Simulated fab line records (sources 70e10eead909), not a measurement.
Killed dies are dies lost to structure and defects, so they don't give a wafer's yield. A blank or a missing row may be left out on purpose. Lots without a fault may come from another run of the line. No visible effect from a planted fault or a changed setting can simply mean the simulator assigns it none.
fab line records	flow nandHarc
record: lots: 6	wafers: 18	lastDay: 33
route steps=1302 shown A_BONDPAD@1212 HYBRID_BOND@1237 THIN_TSV@1244 END@1302
lots that met no fault: taken from a fault-free run of the same line
startH: hours from the record's opening day to when the first of the lot's shown wafers began	waitH: hours since the lot's step before	" same as the row above	L1.1+2: several wafers, shown together as one row	- value missing, or start not given	* or withheld: withheld	< > ~ a bound
route shown NAME@n: NAME is a module with steps in the file, n the number in the route of the first one	usual: mean/standard deviation of fault-free wafers	same: alike in all rows	chamber/n: place in a boat	sites: each site's reading	_std_site: their standard deviation	_edge_site: mean of outer sites minus mean of inner sites	radiusMm: for every site, how far away it sits from the centre of the wafer	mask NAME#n: copy n	behind: tool/chamber where the wafer was last shaped	hold: why the lot was held/for how many hours/how that ended	device: the transistor (n, p or np) that didn't switch	end of line: tests run on the same wafers once the route is complete	a step given without rows: its recipe and nothing more	killed: at the first sort, the dies lost to defects and structure; wafer yield is something else	map: shows each die of a wafer: x if killed, . if not, _ if none is there
set.NAME: the setting as run; set.NAME@STEP: as run at that earlier step	model.NAME: the simulator's own value behind a step, which no gauge read
lots at some steps of the route; a table a step, a row a wafer
services: from which hour (startH, from the record's first day; less than 0 if before it) a tool's chamber was out of use, for how many hours, and why
== steps ==
step: NHARC_A_BONDPAD_EXPOSE_06
recipe: na: 0.55	doseMj: 36.99	maskId: A_BPAD
step: NHARC_A_BONDPAD_PEB_07
recipe: pebTempC: 128	pebTimeS: 80
step: NHARC_A_BONDPAD_DEVELOP_08
recipe: timeS: 50	devTempC: 22
step: NHARC_A_BONDPAD_CD_MEAS_09
recipe: targetCdNm: 500	landingEnergyEv: 500
usual: cdNm: 500.0/2.3
same: landingEnergyEv: 500
lot.wafer	tool	chamber	startH	waitH	cdNm
L346.2	cdSem-01	0	545.32	-	499.6
L346.3	"	0	"	"	497.4
L346.5	"	0	"	"	500.9
L352.2	cdSem-01	0	592.43	-	502.3
L352.4	"	0	"	"	501.3
L352.6	"	0	"	"	499.7
L355.1	cdSem-01	0	626.47	-	498.9
L355.3	"	0	"	"	499.5
L355.6	"	0	"	"	499.3
L358.2	cdSem-03	0	648.17	-	505.1
L358.5	"	0	"	"	504.8
L358.6	"	0	"	"	501.4
L357.3	cdSem-03	0	651.49	-	504.2
L357.5	"	0	"	"	501.5
L357.6	"	0	"	"	502.4
L367.1	cdSem-03	0	742.57	-	499.9
L367.2	"	0	"	"	498.6
L367.4	"	0	"	"	499.5
step: NHARC_A_BONDPAD_OVL_MEAS_35
usual: overlayXNm: -3/7.5	overlayYNm: -1/5.9
lot.wafer	tool	chamber	startH	waitH	overlayXNm	overlayYNm
L346.2	overlay-01	-	545.41	-	-10	0
L346.3	"	-	"	"	-11	0
L346.5	"	-	"	"	-10	0
L352.2	overlay-01	-	592.52	-	11	0
L352.4	"	-	"	"	11	-1
L352.6	"	-	"	"	12	-1
L355.1	overlay-01	-	626.56	-	-13	-1
L355.3	"	-	"	"	-12	-2
L355.6	"	-	"	"	-13	0
L358.2	overlay-02	-	648.26	-	-2	0
L358.5	"	-	"	"	-2	0
L358.6	"	-	"	"	-2	0
L357.3	overlay-01	-	651.57	-	-11	-12
L357.5	"	-	"	"	-11	-12
L357.6	"	-	"	"	-11	-12
L367.1	overlay-01	-	742.65	-	-3	-3
L367.2	"	-	"	"	-2	-3
L367.4	"	-	"	"	-2	-3
step: NHARC_A_BONDPAD_HARDBAKE_10
recipe: tempC: 118	timeS: 65
step: NHARC_A_BONDPAD_DESCUM_11
recipe: timeS: 3	o2FlowSccm: 200	arFlowSccm: 0	biasPowerW: 0	chemistry: O2
step: NHARC_A_BONDPAD_ETCH_34
recipe: targetDepthA: 600	overetchA: 180	timeS: 65.91	ionEnergyEv: 200	n2FlowSccm: 150	h2FlowSccm: 150	arFlowSccm: 0	rfW: 400	biasW: 150	chemistry: N2/H2
step: NHARC_A_BONDPAD_ETCH_12
recipe: targetDepthA: 2200	timeS: 110	chf3FlowSccm: 50	o2FlowSccm: 10	arFlowSccm: 200	rfW: 500	biasW: 200	chemistry: CHF3/O2
usual: drypumpMotorCurrentA: 5.9/0.59	oesProductAu: 0.953/0.027	rfVppV: 368.8/1.9	showerheadPlenumPTorr: 2.32/0.081	throttleValvePct: 20.573/0.0099
lot.wafer	tool	chamber	startH	waitH	drypumpMotorCurrentA	oesProductAu	rfHoursCounterH	rfVppV	showerheadPlenumPTorr	throttleValvePct
L346.2	rieDiel-13	2	-	-	6.7	0.982	1	369.8	2.40	20.588
L346.3	"	1	"	"	5.1	0.966	1	367.4	2.25	20.582
L346.5	"	2	"	"	6.7	0.985	-	372.8	2.40	20.576
L352.2	rieDiel-13	1	-	-	5.0	0.992	2	368.1	2.25	20.568
L352.4	"	2	"	"	6.7	0.955	2	371.7	2.40	20.575
L352.6	"	3	"	"	6.1	0.939	-	368.2	2.25	20.565
L355.1	rieDiel-13	0	-	-	6.0	0.906	3	368.3	2.32	20.569
L355.3	"	1	"	"	5.0	0.936	3	366.1	2.25	20.573
L355.6	"	0	"	"	6.0	0.914	-	368.9	2.32	20.579
L358.2	rieDiel-13	3	-	-	6.1	0.973	3	368.3	2.25	20.579
L358.5	"	0	"	"	6.1	0.952	-	369.5	2.32	20.580
L358.6	"	1	"	"	5.0	1.005	-	367.2	2.25	20.580
L357.3	rieDiel-13	2	-	-	6.7	0.933	4	370.2	2.40	20.581
L357.6	"	2	"	"	6.7	0.929	-	370.8	2.40	20.585
L357.5	"	3	"	"	6.1	0.906	-	368.0	2.25	20.560
L367.4	rieDiel-04	0	-	-	6.1	0.929	2	365.8	2.26	20.578
L367.2	"	1	"	"	6.2	0.939	2	373.0	2.49	20.574
L367.1	"	2	"	"	5.6	0.924	2	373.5	2.49	20.575
step: NHARC_A_BONDPAD_CD_MEAS_13
usual: cdNm: 499.4/2.5
lot.wafer	tool	chamber	startH	waitH	cdNm
L346.2	cdSem-02	-	545.85	-	500.6
L346.3	"	-	"	"	496.2
L346.5	"	-	"	"	501.0
L352.2	cdSem-01	-	592.96	-	503.3
L352.4	"	-	"	"	500.9
L352.6	"	-	"	"	498.8
L355.1	cdSem-01	-	627.00	-	496.5
L355.3	"	-	"	"	500.0
L355.6	"	-	"	"	499.4
L358.2	cdSem-03	-	648.70	-	503.2
L358.5	"	-	"	"	504.8
L358.6	"	-	"	"	500.6
L357.3	cdSem-03	-	652.02	-	501.6
L357.5	"	-	"	"	498.7
L357.6	"	-	"	"	501.8
L367.1	cdSem-01	-	743.23	-	498.9
L367.2	"	-	"	"	497.0
L367.4	"	-	"	"	497.5
step: NHARC_A_BONDPAD_STRIP_15
recipe: o2FlowSccm: 500	arFlowSccm: 0	biasW: 0	chemistry: O2
step: NHARC_A_BONDPAD_ETCH_24
recipe: targetDepthA: 300	overEtchFrac: 0.3	timeS: 72.99	ionEnergyEv: 150	cf4FlowSccm: 50	n2FlowSccm: 100	arFlowSccm: 150	rfW: 300	biasW: 100	chemistry: CF4/N2
usual: drypumpMotorCurrentA: 5.9/0.57	oesProductAu: 0.997/0.015	rfVppV: 313.1/1.9	showerheadPlenumPTorr: 2.56/0.11	throttleValvePct: 19.793/0.0093
lot.wafer	tool	chamber	startH	waitH	drypumpMotorCurrentA	oesProductAu	rfHoursCounterH	rfVppV	showerheadPlenumPTorr	throttleValvePct
L346.3	rieDiel-13	1	-	-	5.1	1.019	1	312.1	2.46	19.799
L346.2	"	3	"	"	6.1	0.999	1	311.5	2.46	19.813
L346.5	"	2	"	"	6.7	1.006	-	313.4	2.62	19.788
L352.2	rieDiel-13	2	-	-	6.7	0.997	2	314.4	2.62	19.800
L352.4	"	3	"	"	6.0	0.986	2	310.8	2.46	19.804
L352.6	"	2	"	"	6.7	1.006	-	314.4	2.62	19.788
L355.3	rieDiel-04	2	-	-	5.6	1.006	13	316.0	2.73	19.789
L355.1	"	3	"	"	4.8	0.981	14	312.8	2.51	19.796
L355.6	"	1	"	"	6.2	0.977	-	316.3	2.73	19.788
L358.2	rieDiel-13	0	-	-	6.1	0.984	4	312.4	2.53	19.804
L358.5	"	2	"	"	6.7	1.002	-	313.9	2.62	19.791
L358.6	"	3	"	"	6.1	0.998	-	312.2	2.46	19.782
L357.3	rieDiel-02	3	-	-	5.2	0.996	26	314.2	2.61	19.786
L357.6	"	1	"	"	5.6	1.006	-	317.9	2.80	19.796
L357.5	"	2	"	"	5.9	1.012	-	314.4	2.68	19.788
L367.1	rieDiel-04	1	-	-	6.2	0.994	2	317.1	2.72	19.808
L367.2	"	2	"	"	5.6	0.998	2	317.1	2.72	19.790
L367.4	"	3	"	"	4.8	1.004	2	313.0	2.51	19.806
step: NHARC_A_BONDPAD_STRIP_16
recipe: timeS: 600	tempC: 30	chemistry: postEtchResidueRemover
usual: tempC: 30.01/0.11
lot.wafer	tool	chamber	startH	waitH	tempC
L346.3	wetBench-10	0	546.20	-	29.97
L346.2	"	1	"	"	29.95
L346.5	"	4	"	"	29.97
L352.2	wetBench-10	7	593.31	-	30.09
L352.6	"	2	"	"	30.15
L352.4	"	4	"	"	29.94
L355.3	wetBench-08	3	627.36	-	30.10
L355.1	"	5	"	"	29.90
L355.6	"	7	"	"	29.95
L358.5	wetBench-10	2	649.06	-	30.04
L358.6	"	4	"	"	29.98
L358.2	"	5	"	"	30.07
L357.6	wetBench-10	1	652.39	-	29.98
L357.5	"	2	"	"	30.10
L357.3	"	3	"	"	29.93
L367.1	wetBench-10	4	743.59	-	29.88
L367.4	"	6	"	"	30.07
L367.2	"	7	"	"	30.19
step: NHARC_A_BONDPAD_DEGAS_25
recipe: tempC: 300	timeS: 60
step: NHARC_A_BONDPAD_PRE_CLEAN_26
recipe: timeS: 30	tempC: 280	gas: H2/He
step: NHARC_A_BONDPAD_PVD_17
recipe: targetThkA: 50	biasV: 168.6	powerW: 15000	chamberPressurePa: 0.12	timeS: 8.06	substrateTempC: 50	material: TaN
usual: throttleValvePct: 29.6/1
lot.wafer	tool	chamber	startH	waitH	throttleValvePct
L346.2	pvdSputter-03	-	-	-	30.7
L346.3	"	-	"	"	29.1
L346.5	"	-	"	"	30.9
L352.4	pvdSputter-03	-	-	-	30.8
L352.2	"	-	"	"	28.9
L352.6	"	-	"	"	29.2
L355.1	pvdSputter-03	-	-	-	29.2
L355.3	"	-	"	"	28.8
L355.6	"	-	"	"	29.5
L358.2	pvdSputter-02	-	-	-	28.7
L358.5	"	-	"	"	28.2
L358.6	"	-	"	"	29.6
L357.3	pvdSputter-02	-	-	-	28.2
L357.6	"	-	"	"	28.5
L357.5	"	-	"	"	29.6
L367.4	pvdSputter-01	-	-	-	30.0
L367.2	"	-	"	"	31.7
L367.1	"	-	"	"	30.5
step: NHARC_A_BONDPAD_PVD_27
recipe: targetThkA: 300	chamberPressurePa: 5	powerW: 5000	substrateTempC: 30	timeS: 20.49	material: Cu
step: NHARC_A_BONDPAD_ECD_18
recipe: targetThkA: 4000	bathTempC: 25	material: Cu
step: NHARC_A_BONDPAD_ANNEAL_28
recipe: tempC: 225	timeS: 90
usual: wafer_temp_C_max: 226.30/0.28
lot.wafer	tool	chamber	startH	waitH	wafer_temp_C_max
L346.2	rtpAnneal-02	0	547.30	0.3	226.50
L346.3	"	0	"	"	226.43
L346.5	"	0	"	"	226.46
L352.2	rtpAnneal-02	0	594.36	-	226.08
L352.4	"	0	"	"	226.87
L352.6	"	0	"	"	226.56
L355.1	rtpAnneal-02	0	628.37	-	227.17
L355.3	"	0	"	"	226.32
L355.6	"	0	"	"	226.35
L358.2	rtpAnneal-01	0	650.11	0.3	226.43
L358.5	"	0	"	"	225.97
L358.6	"	0	"	"	226.44
L357.3	rtpAnneal-02	0	653.51	0.3	226.08
L357.5	"	0	"	"	226.12
L357.6	"	0	"	"	226.35
L367.1	rtpAnneal-01	0	744.60	0.3	225.82
L367.2	"	0	"	"	226.05
L367.4	"	0	"	"	226.48
step: NHARC_A_BONDPAD_CMP_19
recipe: tOverpolishS: 30	cuRecessTouchS: 16	targetThkNm: 169.82
step: NHARC_A_BONDPAD_THK_MEAS_20
recipe: thkMeasGauge: xrf
usual: thkNm: 169.6/1.8
lot.wafer	tool	chamber	startH	waitH	thkNm
L346.2	filmMetro-02	-	547.91	-	172.6
L346.3	"	-	"	"	171.2
L346.5	"	-	"	"	170.4
L352.2	filmMetro-01	-	594.98	-	166.5
L352.4	"	-	"	"	168.5
L352.6	"	-	"	"	167.6
L355.1	filmMetro-02	-	629.03	-	171.4
L355.3	"	-	"	"	169.3
L355.6	"	-	"	"	167.4
L358.2	filmMetro-01	-	650.74	-	170.0
L358.5	"	-	"	"	169.2
L358.6	"	-	"	"	172.6
L357.3	filmMetro-02	-	654.08	-	168.4
L357.5	"	-	"	"	167.9
L357.6	"	-	"	"	164.6
L367.1	filmMetro-01	-	745.26	-	168.6
L367.2	"	-	"	"	168.2
L367.4	"	-	"	"	172.7
step: NHARC_A_BONDPAD_SRD_21
recipe: timeS: 30	tempC: 23	dryTimeS: 20	spinRpm: 1500
step: NHARC_HYBRID_BOND_ACTIVATE_00
recipe: timeS: 60	n2FlowSccm: 200	arFlowSccm: 0	biasPowerW: 0	chemistry: N2
step: NHARC_HYBRID_BOND_PRECLEAN_01
recipe: timeS: 300	tempC: 23	chemistry: DIW
step: NHARC_HYBRID_BOND_SRD_02
recipe: timeS: 30	tempC: 23	dryTimeS: 20	spinRpm: 1500
step: NHARC_HYBRID_BOND_BOND_03
recipe: tempC: 25
step: NHARC_HYBRID_BOND_ANNEAL_04
recipe: tempC: 300	timeS: 7200	rampUpCPerMin: 5	rampDownCPerMin: 3	idleTempC: 100	pressureAtm: 1
step: NHARC_HYBRID_BOND_OVL_MEAS_05
usual: overlayXNm: -1/34	overlayYNm: 1/33
lot.wafer	tool	chamber	startH	waitH	overlayXNm	overlayYNm
L346.2	overlay-02	-	558.30	0.4	16	-7
L346.3	"	-	"	"	-8	32
L346.5	"	-	"	"	-34	35
L352.2	overlay-02	-	604.13	0.4	2	6
L352.4	"	-	"	"	-45	-25
L352.6	"	-	"	"	-24	13
L355.1	overlay-02	-	638.76	0.4	15	-4
L355.3	"	-	"	"	-31	12
L355.6	"	-	"	"	81	-11
L358.2	overlay-01	-	660.37	0.4	26	24
L358.5	"	-	"	"	37	24
L358.6	"	-	"	"	-8	88
L357.3	overlay-02	-	660.37	0.4	50	30
L357.5	"	-	"	"	6	-8
L357.6	"	-	"	"	22	12
L367.1	overlay-02	-	753.17	0.4	78	56
L367.2	"	-	"	"	-16	-19
L367.4	"	-	"	"	-11	0
step: NHARC_THIN_TSV_GRIND_00
recipe: targetThkUm: 6
step: NHARC_THIN_TSV_CMP_01
recipe: targetThkUm: 3
usual: motorCurrentA: 12.3/1.2
lot.wafer	tool	chamber	startH	waitH	motorCurrentA
L346.3	cmp-04	1	559.74	0.6	13.0
L346.2	"	3	"	"	13.9
L346.5	"	1	"	"	12.7
L352.2	cmp-02	3	605.56	0.8	12.3
L352.4	"	2	"	"	11.2
L352.6	"	0	"	"	11.1
L355.1	cmp-01	2	640.23	1.1	12.3
L355.3	"	3	"	"	14.4
L355.6	"	1	"	"	11.0
L357.3	cmp-01	3	661.89	0.7	15.4
L357.5	"	0	"	"	12.1
L357.6	"	1	"	"	11.2
L358.2	cmp-01	1	663.09	0.9	11.8
L358.5	"	2	"	"	11.8
L358.6	"	3	"	"	15.2
L367.4	cmp-01	0	756.98	0.4	12.5
L367.1	"	2	"	"	12.0
L367.2	"	3	"	"	14.4
step: NHARC_THIN_TSV_THK_MEAS_02
recipe: thkMeasGauge: ir
usual: thkNm: 2989/220
lot.wafer	tool	chamber	startH	waitH	thkNm
L346.2	filmMetro-01	-	560.00	-	2909
L346.3	"	-	"	"	3067
L346.5	"	-	"	"	2769
L352.2	filmMetro-02	-	605.82	-	3113
L352.4	"	-	"	"	3101
L352.6	"	-	"	"	2815
L355.1	filmMetro-01	-	640.47	-	2961
L355.3	"	-	"	"	2906
L355.6	"	-	"	"	2854
L357.3	filmMetro-02	-	662.08	0.2	3009
L357.5	"	-	"	"	3074
L357.6	"	-	"	"	3353
L358.2	filmMetro-02	-	663.28	0.2	3401
L358.5	"	-	"	"	3609
L358.6	"	-	"	"	2960
L367.1	filmMetro-02	-	757.24	-	3011
L367.2	"	-	"	"	2914
L367.4	"	-	"	"	3207
step: NHARC_THIN_TSV_SRD_03
step: NHARC_THIN_TSV_PRECLEAN_41
recipe: timeS: *	tempC: 50	bathAgeMin: 0	chemistry: SC1
step: NHARC_THIN_TSV_SRD_42
step: NHARC_THIN_TSV_DEP_43
recipe: targetThkA: 13285	tempC: withheld	pressureTorr: 6.5	rfW: 900	teosFlowSccm: 161.4	flowSccm: 2650	targetThkNm: 1328.5	gas: O2	material: SiO2
step: NHARC_THIN_TSV_DEHYDRATE_04
recipe: tempC: 150	timeS: 120
step: NHARC_THIN_TSV_HMDS_05
recipe: timeS: 30
step: NHARC_THIN_TSV_COAT_06
recipe: spinRpm: *
step: NHARC_END_SORT_01
recipe: tempC: 25
usual: defectLimitedYield: 90/3.4	killedAtArray: 61/24	killedAtOther: 1.2/1.3	killedAtPeriphery: 3.7/2.6	killedDies: 66/23	killedOpen: 3.3/1.8	killedShort: 2.4/1.6
same: grossDies: 677
lot.wafer	tool	chamber	startH	waitH	defectLimitedYield[%]	killedAtArray	killedAtOther	killedAtPeriphery	killedDies	killedOpen	killedShort
L346.2	prober-01	0	590.81	2.8	97	18	1	2	21	6	2
L346.3	prober-01	0	591.62	3.1	96	21	1	2	24	2	2
L346.5	prober-01	0	593.25	3.8	96	22	3	2	27	1	3
L352.2	prober-02	0	622.77	2.8	92	49	0	3	52	2	1
L352.4	prober-02	0	624.36	3.4	92	54	1	0	55	1	1
L352.6	prober-02	0	625.96	4.0	91	58	4	1	63	7	3
L355.1	prober-01	0	656.48	2.5	92	54	3	0	57	4	2
L355.3	prober-01	0	658.08	3.1	90	67	0	0	67	5	1
L355.6	prober-01	0	660.47	4.0	92	50	3	0	53	2	3
L358.2	prober-02	0	680.15	2.8	81	122	1	6	129	2	5
L358.5	prober-02	0	682.58	3.7	78	151	1	0	152	4	2
L358.6	prober-02	0	683.39	4.1	78	141	2	3	146	3	2
L357.3	prober-01	0	680.88	3.1	75	163	1	2	166	1	3
L357.5	prober-01	0	682.48	3.7	76	164	0	1	165	2	1
L357.6	prober-01	0	683.28	4.0	76	158	0	3	161	3	3
L367.1	prober-01	0	784.89	2.5	90	63	0	3	66	2	0
L367.2	prober-01	0	785.69	2.8	91	57	1	4	62	5	0
L367.4	prober-01	0	787.29	3.4	90	64	0	2	66	2	1
killed by level:class
L346.2 A_CHANNEL_HOLE_D2:chamberFilmFlake=7 A_STAIRCASE:chamberFilmFlake=2 A_CONTACT:chamberFilmFlake=2 P_CONTACT:geometricParticle:open=1 P_M1:geometricParticle:open=1 A_CHANNEL_FILL_D1:geometricParticle:short=1 A_DECK1_JOINT:geometricParticle:open=1 A_CHANNEL_HOLE_D2:geometricParticle:open=1
L346.3 A_CHANNEL_HOLE_D2:chamberFilmFlake=4 A_CHANNEL_HOLE_D1:chamberFilmFlake=3 A_CHANNEL_FILL_D1:chamberFilmFlake=3 A_CONTACT:chamberFilmFlake=3 A_BONDPAD:chamberFilmFlake=2 P_CONTACT:geometricParticle:open=1 P_M0:geometricParticle:open=1 A_DECK1_JOINT:geometricParticle:short=1
L346.5 A_CHANNEL_HOLE_D2:chamberFilmFlake=6 A_STAIRCASE:chamberFilmFlake=5 A_CONTACT:chamberFilmFlake=3 THIN_TSV:chamberFilmFlake=3 A_CHANNEL_HOLE_D1:chamberFilmFlake=2 P_CONTACT:geometricParticle:open=1 A_CHANNEL_FILL_D1:geometricParticle:short=1 A_CHANNEL_FILL_D2:geometricParticle:short=1
L352.2 A_CHANNEL_HOLE_D1:chamberFilmFlake=33 A_CHANNEL_HOLE_D2:chamberFilmFlake=10 A_STAIRCASE:chamberFilmFlake=3 P_GATE:geometricParticle:open=1 A_DECK1_JOINT:geometricParticle:short=1 A_BLC:geometricParticle:open=1 P_ZERO_WELL:chamberFilmFlake=1 P_GATE:chamberFilmFlake=1
L352.4 A_CHANNEL_HOLE_D1:chamberFilmFlake=33 A_CHANNEL_HOLE_D2:chamberFilmFlake=14 A_CONTACT:chamberFilmFlake=2 A_CHANNEL_FILL_D1:geometricParticle:open=1 A_WL_FILL:geometricParticle:short=1 A_ZERO_WELL:chamberFilmFlake=1 A_CHANNEL_FILL_D2:chamberFilmFlake=1 A_STAIRCASE:chamberFilmFlake=1
L352.6 A_CHANNEL_HOLE_D1:chamberFilmFlake=29 A_CHANNEL_HOLE_D2:chamberFilmFlake=11 A_CHANNEL_FILL_D2:geometricParticle:open=4 THIN_TSV:chamberFilmFlake=4 A_DECK1_JOINT:geometricParticle:open=2 A_CHANNEL_FILL_D2:geometricParticle:short=2 A_DECK1_JOINT:chamberFilmFlake=2 A_CHANNEL_FILL_D2:chamberFilmFlake=2
L355.1 A_SLIT:chamberFilmFlake=25 A_CHANNEL_HOLE_D2:chamberFilmFlake=16 THIN_TSV:chamberFilmFlake=3 A_CHANNEL_HOLE_D1:chamberFilmFlake=2 A_STAIRCASE:chamberFilmFlake=2 A_SOURCE_PLATE:geometricParticle:open=1 A_SOURCE_PLATE:geometricParticle:short=1 A_CHANNEL_FILL_D1:geometricParticle:open=1
L355.3 A_SLIT:chamberFilmFlake=32 A_CHANNEL_HOLE_D2:chamberFilmFlake=18 A_CHANNEL_HOLE_D1:chamberFilmFlake=7 A_CONTACT:chamberFilmFlake=3 A_ONON_D2:geometricParticle:open=2 A_SOURCE_PLATE:geometricParticle:open=1 A_ONON_D2:geometricParticle:short=1 A_BLC:geometricParticle:open=1
L355.6 A_SLIT:chamberFilmFlake=25 A_CHANNEL_HOLE_D2:chamberFilmFlake=14 THIN_TSV:chamberFilmFlake=3 A_CHANNEL_FILL_D2:geometricParticle:short=2 A_STAIRCASE:chamberFilmFlake=2 A_ONON_D2:geometricParticle:short=1 A_CHANNEL_FILL_D2:geometricParticle:open=1 A_WL_FILL:geometricParticle:open=1
L358.2 A_BONDPAD:unspecified=61 A_CHANNEL_HOLE_D1:chamberFilmFlake=28 A_CHANNEL_HOLE_D2:chamberFilmFlake=15 A_STAIRCASE:chamberFilmFlake=7 P_GATE:chamberFilmFlake=3 A_CONTACT:chamberFilmFlake=3 A_WL_FILL:geometricParticle:short=2 P_ZERO_WELL:chamberFilmFlake=2
L357.3 A_BONDPAD:unspecified=89 A_CHANNEL_HOLE_D1:chamberFilmFlake=31 A_SLIT:chamberFilmFlake=28 A_CHANNEL_FILL_D2:chamberFilmFlake=4 A_CHANNEL_HOLE_D2:chamberFilmFlake=3 A_M0:geometricParticle:short=2 A_SGD_CUT:chamberFilmFlake=2 A_STAIRCASE:chamberFilmFlake=2
L357.5 A_BONDPAD:unspecified=87 A_SLIT:chamberFilmFlake=30 A_CHANNEL_HOLE_D1:chamberFilmFlake=29 A_SGD_CUT:chamberFilmFlake=5 A_CHANNEL_FILL_D2:chamberFilmFlake=4 A_WL_FILL:chamberFilmFlake=3 A_CONTACT:geometricParticle:open=1 A_M0:geometricParticle:short=1
L358.5 A_BONDPAD:unspecified=85 A_CHANNEL_HOLE_D1:chamberFilmFlake=31 A_CHANNEL_HOLE_D2:chamberFilmFlake=16 A_STAIRCASE:chamberFilmFlake=7 A_SLIT:chamberFilmFlake=3 A_CHANNEL_FILL_D2:geometricParticle:open=2 A_CONTACT:chamberFilmFlake=2 A_CHANNEL_HOLE_D1:geometricParticle:short=1
L357.6 A_BONDPAD:unspecified=82 A_CHANNEL_HOLE_D1:chamberFilmFlake=35 A_SLIT:chamberFilmFlake=17 A_SGD_CUT:chamberFilmFlake=7 A_WL_FILL:chamberFilmFlake=6 A_STAIRCASE:chamberFilmFlake=4 P_BONDPAD:chamberFilmFlake=2 P_CONTACT:geometricParticle:open=1
L358.6 A_BONDPAD:unspecified=85 A_CHANNEL_HOLE_D1:chamberFilmFlake=31 A_CHANNEL_HOLE_D2:chamberFilmFlake=12 A_STAIRCASE:chamberFilmFlake=4 P_ZERO_WELL:chamberFilmFlake=2 A_SLIT:chamberFilmFlake=2 A_CONTACT:chamberFilmFlake=2 THIN_TSV:chamberFilmFlake=2
L367.1 A_SLIT:chamberFilmFlake=30 A_CHANNEL_HOLE_D1:chamberFilmFlake=15 A_CONTACT:chamberFilmFlake=12 P_GATE:chamberFilmFlake=2 A_DECK1_JOINT:chamberFilmFlake=2 A_STAIRCASE:chamberFilmFlake=2 P_M0:geometricParticle:open=1 A_DECK1_JOINT:geometricParticle:open=1
L367.2 A_SLIT:chamberFilmFlake=27 A_CHANNEL_HOLE_D1:chamberFilmFlake=17 A_CONTACT:chamberFilmFlake=5 P_STI:chamberFilmFlake=2 A_STAIRCASE:chamberFilmFlake=2 A_ONON_D1:geometricParticle:open=1 A_ONON_D2:geometricParticle:open=1 A_WL_FILL:geometricParticle:open=1
L367.4 A_SLIT:chamberFilmFlake=34 A_CHANNEL_HOLE_D1:chamberFilmFlake=15 A_CONTACT:chamberFilmFlake=6 A_ZERO_WELL:chamberFilmFlake=5 A_DECK1_JOINT:chamberFilmFlake=2 P_M0:geometricParticle:open=1 A_ONON_D1:geometricParticle:short=1 A_M1:geometricParticle:open=1
map L357.3 (x killed, . not)
____________.____________
_________......._________
_______..........._______
______.............______
_____..............._____
____.................____
____.................____
___x..........x.......___
___.................x.___
__..................xx.__
__.......x......x......__
_........x.xx.........x._
_.................x..x.._
_.............xxxxxxx..._
_..............xxxxxx..._
_.......x..x..xxxxxxx..._
..............xxxxxxx....
.............xxxxxxxxx...
..............xxxxxxxx.x.
...........xx.xxxxxxxx...
...........xxxxxxxxxxx...
_............xxxxxxxx..x_
_........x..x.x.xxxxx..._
_........xxxxxxxxxxxx..._
_........x.xxxx.xxxx...._
_........xxxxxx.x......._
__........x.xxx.x......__
__......x.xx..xxx.x....__
___..........xxxxxx...___
___.....x...xxxxx.xx..___
____.......x..xxx....____
____..........xxx..x.____
_____..........xx.x._____
______.......xx....______
_______..........x_______
_________......._________
____________.____________
map L358.5 (x killed, . not)
____________.____________
_________x......_________
_______xxx.xxx...._______
______..xxxx.x.....______
_____.xxxxxxxx.x...._____
____...xxxxxxx.x.....____
____...xxxxxxxx......____
___....xxxxxxxxx......___
___....xxxxxxxx..x...x___
__..x..xxxxxxx.........__
__......xxxxxxxx.......__
_......xxxxxxxxx.x......_
_.....xxxxxxxxxx........_
_........xxxxxxx........_
_..........xxxxx........_
_..........xx.x...x....._
..............x.x........
.................x.......
.............x...........
........x...x............
.........................
_......................._
_................xx....._
_.........x............._
_.............x...x....._
_...............x.x....._
__.....x....xx.xx......__
__...........xx.xx.x...__
___..........xxxx.x...___
___...........xxxxx...___
____..........x.xx...____
____..........xx.xx..____
_____..............._____
______..x......xx..______
_______.........x._______
_________......._________
____________.____________
== services ==
tool	chamber	startH	hours	kind
cmp-01	-	526.01	2.2	repair
pvdSputter-03	-	526.03	10.0	pm
rieDiel-04	-	531.90	9.0	pm
cmp-02	-	537.81	4.0	pm
rieDiel-13	3	548.72	13.0	repair
pvdSputter-02	-	549.35	4.2	repair
cmp-01	-	556.03	4.0	repair
pvdSputter-03	-	556.62	3.0	repair
rieDiel-04	3	562.59	3.2	repair
pvdSputter-02	-	566.96	0.5	repair
cmp-01	-	577.50	4.0	pm
pvdSputter-02	-	601.48	8.7	repair
cmp-01	-	605.44	0.9	repair
wetBench-10	-	636.74	3.8	repair
pvdSputter-02	-	638.00	10.0	pm
wetBench-10	-	672.49	8.0	pm
cmp-01	-	675.50	4.0	pm
rieDiel-13	2	686.91	15.5	repair
rieDiel-13	-	696.01	9.0	pm
pvdSputter-03	-	704.03	10.0	pm
rieDiel-04	-	708.93	9.0	pm
cmp-01	-	710.75	0.4	repair
cmp-01	-	726.70	10.6	repair
rtpAnneal-02	-	744.00	12.0	pm
== key ==
firstSign: step: NHARC_END_SORT_01	reading: defectLimitedYield	direction: down	sigmas: 3.8	usual: 90	struck: 77
effect: step: NHARC_END_SORT_01	reading: killedDies	direction: up	sigmas: 3.8	usual: 66	struck: 153
moreKillsBornAt: NHARC_A_BONDPAD_STRIP_16@wetBench-10: 489
metAt NHARC_A_BONDPAD_STRIP_16
struckWafers L357.3,L357.5,L357.6,L358.2,L358.5,L358.6
onsetBetween 593.31 649.06
alsoFits NHARC_A_BONDPAD_ETCH_12:rieDiel-13,NHARC_A_BONDPAD_PVD_17:pvdSputter-02
fault: kind: chamberParticleSource	tool: wetBench-10	chamber: -	onsetH: 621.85	steps: NHARC_A_BONDPAD_STRIP_16	ratePerVisitCm2: 0.94406	endH: 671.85
